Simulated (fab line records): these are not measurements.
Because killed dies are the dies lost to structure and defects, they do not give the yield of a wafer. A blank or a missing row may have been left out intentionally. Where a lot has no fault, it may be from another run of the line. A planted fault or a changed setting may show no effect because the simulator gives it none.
One fault through the eyes of 2 desks :: flow n5_finfet :: each desk holds nothing but its own numbers, with what lay behind them at the end

AT THE TOOL OWNER'S DESK: ald_sin-01
The tool's own readings at N5_MOL_CONTACT_COAG_ALD_27 (deposits SiOC, target thk 17 nm, pulse time 1.5 s, time 2720 s): means of the sampled wafers that have a number, for each lot that ran on this tool. The brackets show how far a lot's mean lies from the usual mean; more than 4 standard deviations puts the lot out of limits, marked OUT.
Columns: A = chamber_pressure_Torr at N5_MOL_CONTACT_COAG_ALD_27, usual 2.000 Torr; B = heater_power_w at N5_MOL_CONTACT_COAG_ALD_27, usual 845 W; C = precursor_pulse_height_rel at N5_MOL_CONTACT_COAG_ALD_27, usual 1.002; D = run_length_s at N5_MOL_CONTACT_COAG_ALD_27, usual 2769.6 s
lot: L226
first seen here: day 6 15:00
A: 1.998
B: 747
C: 0.990
D: 2768.9

lot: L229
first seen here: day 7 01:19
A: 2.003
B: 862
C: 0.998
D: 2769.7

lot: L231
first seen here: day 7 12:10
A: 2.001
B: 807
C: 1.008
D: 2553.2 (-99 or more) OUT

lot: L241
first seen here: day 10 07:17
A: 1.998
B: 774
C: 1.012
D: 2769.7

lot: L243
first seen here: day 10 13:08
A: 2.000
B: 834
C: 1.000
D: 2769.0
This desk finds L231 out of limits, L231 being first, at day 7 12:10 (run_length_s at N5_MOL_CONTACT_COAG_ALD_27). Within limits: L226, L229, L241, L243.

METROLOGY DESK
Means of the sampled wafers that have a number, per lot and without regard to the tool the lot ran on: this is what the gauges read. The brackets show how far a lot's mean lies from the usual mean; more than 4 standard deviations puts the lot out of limits, marked OUT. Only the readings that lie furthest out on some lot appear, 7 of the 10 it has.
Columns: A = DIBL_N at N5_BEOL_M4_RC_MEAS_101, usual 35.9 mV/V; B = IOFF_P at N5_BEOL_M4_RC_MEAS_101, usual 0.21 nA/um; C = ION_N at N5_BEOL_M4_RC_MEAS_101, usual 672 uA/um; D = ION_P at N5_BEOL_M4_RC_MEAS_101, usual 461 uA/um; E = SS_N at N5_BEOL_M4_RC_MEAS_101, usual 71.4 mV/dec; F = VT_N at N5_BEOL_M4_RC_MEAS_101, usual 249.3 mV; G = VT_P at N5_BEOL_M4_RC_MEAS_101, usual -250 mV
lot: L221
first seen here: day 7 17:38
A: 34.8
B: 0.24
C: 681
D: 475
E: 71.2
F: 249.3
G: -244

lot: L225
first seen here: day 9 12:25
A: 35.5
B: 0.21
C: 678
D: 461
E: 71.8
F: 248.2
G: -252

lot: L226
first seen here: day 9 14:31
A: 36.5
B: 0.19
C: 675
D: 454
E: 71.7
F: 250.0
G: -254

lot: L229
first seen here: day 10 06:41
A: 35.9
B: 0.18
C: 680
D: 459
E: 70.8
F: 249.0
G: -254

lot: L231
first seen here: day 10 14:10
A: 34.6
B: 0.19
C: 660
D: 457
E: 70.9
F: 250.7
G: -249

lot: L242
first seen here: day 13 03:45
A: 37.7
B: 0.23
C: 677
D: 465
E: 71.5
F: 248.6
G: -250

lot: L241
first seen here: day 13 21:21
A: 36.7
B: 0.17
C: 660
D: 447
E: 71.5
F: 250.3
G: -256

lot: L243
first seen here: day 13 21:41
A: 35.3
B: 0.21
C: 673
D: 458
E: 71.6
F: 248.3
G: -250

lot: L244
first seen here: day 14 04:16
A: 36.4
B: 0.20
C: 673
D: 459
E: 71.1
F: 251.7
G: -252
Finding of this desk: none of the 9 lots has anything out of limits.

ALL TOGETHER
The tool owner's desk had the chance to raise an alarm at day 7 12:10 on L231.
At the metrology desk, nothing out of limits was observed.
The metrology desk holds a record of L231, inside its limits.
Every lot named ran N5_MOL_CONTACT_COAG_ALD_27 on ald_sin-01.

WHAT WAS PUT IN BY THE SIMULATOR
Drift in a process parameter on ald_sin-01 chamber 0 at N5_MOL_CONTACT_COAG_ALD_27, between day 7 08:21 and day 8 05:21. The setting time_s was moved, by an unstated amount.
Shown lots that were struck: L231.
Time in hours from fault onset to the first out-of-limits reading at each desk: the tool owner's desk, 4.
